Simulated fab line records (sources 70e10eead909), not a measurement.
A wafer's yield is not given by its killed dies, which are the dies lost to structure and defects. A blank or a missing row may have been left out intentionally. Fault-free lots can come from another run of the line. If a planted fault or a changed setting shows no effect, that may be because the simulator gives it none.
A struck lot beside a sound one | flow nand-harc | 14 out of 1159 route steps
Sound: wafers L759.1, L759.3, L759.5. Struck: wafer L765.4. (L765.6 of the same lot was not struck and is left out.) The cause comes at the end.
At each step with rows: each side's tool, then ch and its chambers, then its first start. Under that, the readings that differ: sound wafers | struck wafers | difference of the means | sigmas: that difference in standard deviations of wafers without a fault.
alike: words and numbers the same on both sides, and readings whose means are apart by under 2 such deviations; not compared: readings that were withheld, readings missing a value for some wafer, numbers with overlapping values and no deviation given by the record, and bounds like >300 which may hide the same value.
The two part at a step that has a row with sigmas, a row that says differs or no value, or rows on one side only. Numbers that don't overlap but have no deviation are shown without sigmas and don't part them. Lack of a reading on every wafer of one side parts them only where that side has two or more wafers.

first, 4 steps without rows for these wafers: NHARC_P_CONTACT_ETCH_36 (etches the open film in N2/H2, target depth 260 nm, time 406.25 s); NHARC_P_CONTACT_ETCH_18 (etches the open film in C4F8/O2/Ar, target depth 481 nm, time 240.5 s); NHARC_P_CONTACT_STRIP_37 (strips in C4F8/O2/Ar); NHARC_P_CONTACT_ETCH_31 (etches the open film in CH3F/O2, target depth 30 nm, time 85.7 s).
NHARC_P_CONTACT_CD_MEAS_19:
  sound: cd-sem-02 at day 6 20:13; struck: cd-sem-03 at day 8 22:36
  alike: cd-nm
NHARC_P_CONTACT_STRIP_28: strips in O2.
  sound on rie-diel-06 ch 0,2, day 6 20:17; struck on rie-diel-12 ch 1, day 8 22:43
  alike: drypump-motor-current-A, o2-flow-sccm, oes-product-au, rf-vpp-V, showerhead-plenum-p-Torr, throttle-valve-pct
  not compared: rf-hours-counter-h
then, 1 step without rows for these wafers: NHARC_P_CONTACT_STRIP_29 (strips in post etch residue remover, time 1200 s).
NHARC_P_CONTACT_DEGAS_38: time 60 s.
  sound: pvd-sputter-01 at day 6 20:58; struck: pvd-sputter-02 at day 8 23:20
  alike: heater-power-w
then, 1 step without rows for these wafers: NHARC_P_CONTACT_PRE_CLEAN_39 (time 19.5 s).
NHARC_P_CONTACT_PVD_32: deposits Ti, target thk 5 nm, time 17.7 s.
  sound on pvd-sputter-01; struck on pvd-sputter-02
  alike: throttle-valve-pct
NHARC_P_CONTACT_ALD_22: deposits TiN, target thk 3 nm, pulse time 1 s, ald cycles 150.
  sound on ald-metal-01 ch 0,2, day 6 21:11; struck on ald-metal-03 ch 3, day 8 23:38
  alike: heater-power-outer-w, heater-power-w, precursor-pulse-height-rel
  not compared: since-wet-clean-h
NHARC_P_CONTACT_CVD_23: deposits W, target thk 200 nm, time 557 s.
  sound: cvd-w-02 ch 0,1; struck: cvd-w-01 ch 0
  alike: heater-power-outer-w, heater-power-w, throttle-valve-pct
  not compared: since-wet-clean-h
NHARC_P_CONTACT_CMP_24: polishes, t overpolish 30 s, target thk 200 nm.
  sound on cmp-02 ch 1,3, day 6 22:59; struck on cmp-02 ch 3, day 9 00:41
  reading                | sound          | struck | difference | sigmas
  time-to-endpoint-s (s) | 39.1 40.5 41.6 | 22.1   | -18.3      | -9
  alike: motor-current-A, overpolish-run-s
-- jump in the record: it breaks off in module P_CONTACT and resumes in module END (first step shown: number 1159 of the route), and 14 days separate the struck wafers' starts before and after --
NHARC_END_SORT_01:
  sound on prober-01 ch 0, day 20 11:32; struck on prober-01 ch 0, day 22 20:26
  reading         | sound    | struck | difference | sigmas
  killed-at-array | 13 12 15 | 39     | +26        | +3
  killed-dies     | 17 14 17 | 40     | +24        | +2
  alike: killed-at-other, killed-at-periphery, killed-open, killed-short

WHERE THEY PART
First at NHARC_P_CONTACT_CMP_24; last, within this record, at NHARC_END_SORT_01.

WHY: whatever the simulator had introduced
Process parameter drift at NHARC_P_CONTACT_CMP_24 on cmp-02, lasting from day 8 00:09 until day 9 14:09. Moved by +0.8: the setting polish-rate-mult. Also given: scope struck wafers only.
